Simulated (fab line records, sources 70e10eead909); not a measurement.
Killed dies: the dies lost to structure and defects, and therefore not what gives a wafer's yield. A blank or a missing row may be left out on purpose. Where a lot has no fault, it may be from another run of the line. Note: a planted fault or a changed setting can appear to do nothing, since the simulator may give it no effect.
Matching of chambers | flow nand_harc | NHARC_P_GATE_ALD_36 on ald_sin-03: 4 sister chambers
The step deposits SiNx, target thk 20 nm, pulse time 60 s, ald cycles 223. 4 wafers are shown with their chamber, then 8 later ones without.

== WAFERS PAIRED WITH THEIR CHAMBERS ==
wafer  | chamber | heater_power_w (W)
L084.4 | 0       | 904
L086.4 | 3       | 918
L089.6 | 2       | 826
L092.1 | 1       | 780

== WAFERS MISSING THEIR CHAMBER ==
wafer  | heater_power_w (W)
L092.3 | 908
L092.5 | 931
L096.1 | 809
L096.3 | 921
L096.4 | 883
L096.2 | 784
L096.6 | 804
L096.5 | 949

== EACH ONE'S CHAMBER ==
wafer  | from the rows above     | in truth
L092.3 | can't be placed: 0 or 3 | 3
L092.5 | can't be placed: 3 or 0 | 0
L096.1 | can't be placed: 2 or 1 | 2
L096.3 | can't be placed: 3 or 0 | 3
L096.4 | can't be placed: 0 or 3 | 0
L096.2 | 1                       | 1
L096.6 | can't be placed: 2 or 1 | 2
L096.5 | can't be placed: 3 or 0 | 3
Placed correctly: 1 of 8. Cannot be placed on the basis of these rows: 7; the candidates contain the true chamber in 7. Placed wrongly: 0.
How it was worked out, from the rows above alone: a wafer's distance from a chamber is the root of the sum, over the readings, of the square of ((its reading less the chamber's mean) divided by the reading's scatter). If the next closest chamber is less than 2 further off than the closest, the wafer can't be placed; otherwise it belongs to the closest. The mean given for a chamber averages the wafers shown for that chamber. The scatter (one wafer shown for each chamber): square how far every hidden wafer sits from the nearest shown wafer, average those squares and take the square root.
